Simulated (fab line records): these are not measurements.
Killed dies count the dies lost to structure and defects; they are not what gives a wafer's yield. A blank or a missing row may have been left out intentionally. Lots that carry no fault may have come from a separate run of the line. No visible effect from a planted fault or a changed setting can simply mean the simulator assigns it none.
What tool caused it? | flow nand harc | 24 lots, 72 wafers sampled, at 2 steps of a route of 1302

## WHAT EACH GAUGE READ, for each wafer
NHARC_A_BONDPAD_OVL_MEAS_35.
lot  | measured     | on         | overlay x nm (nm) | overlay y nm (nm)
L074 | day 23 01:55 | overlay-02 | -2 -1 -2          | 2 2 2
L075 | day 23 21:38 | overlay-02 | -3 -4 -3          | 3 3 3
L079 | day 24 09:05 | overlay-02 | -5 -6 -5          | 1 1 0
L077 | day 24 09:49 | overlay-02 | -4 -4 -4          | 8 8 8
L078 | day 24 14:07 | overlay-02 | 4 4 3             | 1 1 1
L076 | day 24 15:23 | overlay-01 | 0 0 0             | -2 -2 -2
L080 | day 25 17:28 | overlay-02 | 6 7 6             | -3 -3 -3
L081 | day 25 23:24 | overlay-02 | 0 0 0             | 10 10 10
L082 | day 26 04:00 | overlay-01 | 9 9 9             | -6 -6 -6
L085 | day 27 21:17 | overlay-02 | -4 -4 -4          | -7 -7 -7
L084 | day 28 06:19 | overlay-02 | 5 5 6             | 3 3 3
L086 | day 28 08:53 | overlay-01 | 3 3 4             | -4 -4 -4
L083 | day 28 12:47 | overlay-01 | -1 -1 -1          | 3 4 3
L087 | day 28 18:34 | overlay-01 | -4 -4 -3          | 7 6 7
L088 | day 29 04:53 | overlay-01 | 0 0 0             | 2 2 2
L089 | day 29 06:32 | overlay-02 | 9 8 9             | -13 -12 -13
L090 | day 29 19:05 | overlay-01 | -3 -3 -3          | -1 -1 -1
L091 | day 30 07:49 | overlay-01 | 5 5 5             | 5 6 5
L092 | day 30 14:38 | overlay-01 | 3 2 2             | 3 4 4
L093 | day 31 05:05 | overlay-01 | -3 -3 -3          | -6 -6 -6
L094 | day 31 11:51 | overlay-02 | 8 8 9             | 2 2 2
L095 | day 31 16:10 | overlay-01 | -2 -1 -1          | 4 4 4
L096 | day 32 00:47 | overlay-01 | -1 -1 -1          | 1 0 1
L097 | day 33 07:50 | overlay-02 | -6 -6 -6          | -2 -2 -3

## WHICH TOOL RAN EACH LOT (tool, then ch and the chambers of the sampled wafers, then the start)
lot  | NHARC_A_M0_DEP_32
L074 | pecvd-04 ch 0,1, day 22 20:02
L075 | pecvd-02 ch 0,1, day 23 15:37
L079 | pecvd-01 ch 0,1,2, day 24 03:01
L077 | pecvd-04 ch 0,1,2, day 24 03:24
L078 | pecvd-04 ch 1,2, day 24 07:43
L076 | pecvd-01 ch 1,2, day 24 09:13
L080 | pecvd-04 ch 1,2, day 25 11:30
L081 | pecvd-01 ch 0,1,2, day 25 17:35
L082 | pecvd-01 ch 0,1,2, day 25 22:01
L085 | pecvd-02 ch 0,2, day 27 15:25
L084 | pecvd-04 ch 0,1,2, day 28 00:25
L086 | pecvd-01 ch 0,1,2, day 28 03:03
L083 | pecvd-02 ch 0,1, day 28 06:26
L087 | pecvd-02 ch 0,1, day 28 12:32
L088 | pecvd-02 ch 0,1,2, day 28 22:28
L089 | pecvd-01 ch 0,1,2, day 29 00:06
L090 | pecvd-02 ch 0,1,2, day 29 13:12
L091 | pecvd-01 ch 0,1,2, day 30 01:58
L092 | pecvd-01 ch 1,2, day 30 08:44
L093 | pecvd-01 ch 0,1, day 30 23:05
L094 | pecvd-01 ch 0,2, day 31 05:55
L095 | pecvd-01 ch 0,1,2, day 31 10:17
L096 | pecvd-04 ch 0,1, day 31 18:57
L097 | pecvd-02 ch 0,2, day 33 01:50
- NHARC_A_M0_DEP_32: deposits SiCN, target thk 30 nm.

## AS READ BY THE TOOLS THEMSELVES (means over the sampled wafers that have a number; for cases with no such wafer, the mark the record gives instead)
NHARC_A_M0_DEP_32.
lot  | tool     | chamber pressure Torr (Torr) | heater power w (W)
L074 | pecvd-04 | 3.007                        | 501
L075 | pecvd-02 | 2.994                        | 554
L079 | pecvd-01 | 2.995                        | 549
L077 | pecvd-04 | 2.998                        | 545
L078 | pecvd-04 | 3.000                        | 566
L076 | pecvd-01 | 2.998                        | 493
L080 | pecvd-04 | 2.996                        | 550
L081 | pecvd-01 | 3.004                        | 566
L082 | pecvd-01 | 2.997                        | 572
L085 | pecvd-02 | 3.001                        | 564
L084 | pecvd-04 | 3.003                        | 542
L086 | pecvd-01 | 2.997                        | 546
L083 | pecvd-02 | 3.003                        | 593
L087 | pecvd-02 | 3.004                        | 547
L088 | pecvd-02 | 2.997                        | 524
L089 | pecvd-01 | 3.003                        | 585
L090 | pecvd-02 | 3.007                        | 540
L091 | pecvd-01 | 2.997                        | 606
L092 | pecvd-01 | 3.005                        | 527
L093 | pecvd-01 | 3.003                        | 606
L094 | pecvd-01 | 2.998                        | 631
L095 | pecvd-01 | 2.999                        | 575
L096 | pecvd-04 | 2.989                        | 564
L097 | pecvd-02 | 3.001                        | 547

## THE ANSWER, worked out from the rows above alone
Rule: the lots themselves supply what counts as usual. The widest of any qualifying gaps counts: lots, ordered by their means at a reading, are off when they make up no more than a third of the lots, leave a main group of 4 or more, and stand apart from it by 3 or more times the standard deviation of that group's means. A main group whose means are all the same, to the digits that the tables above print for the reading, isn't used. Also off: a lot with no number at a reading for which 4 or more lots have one. Any other lot the step has rows for is counted as sound. First the gauges in route order, then the tools' own readings, where a lot's mean is used as printed above. The first step at which some lot is off is used, and at that step the reading that is off furthest; a lot without a number counts as furthest.
None of the lots is off at any reading shown; this tells nothing.

## WHAT THE SIMULATOR PUT IN
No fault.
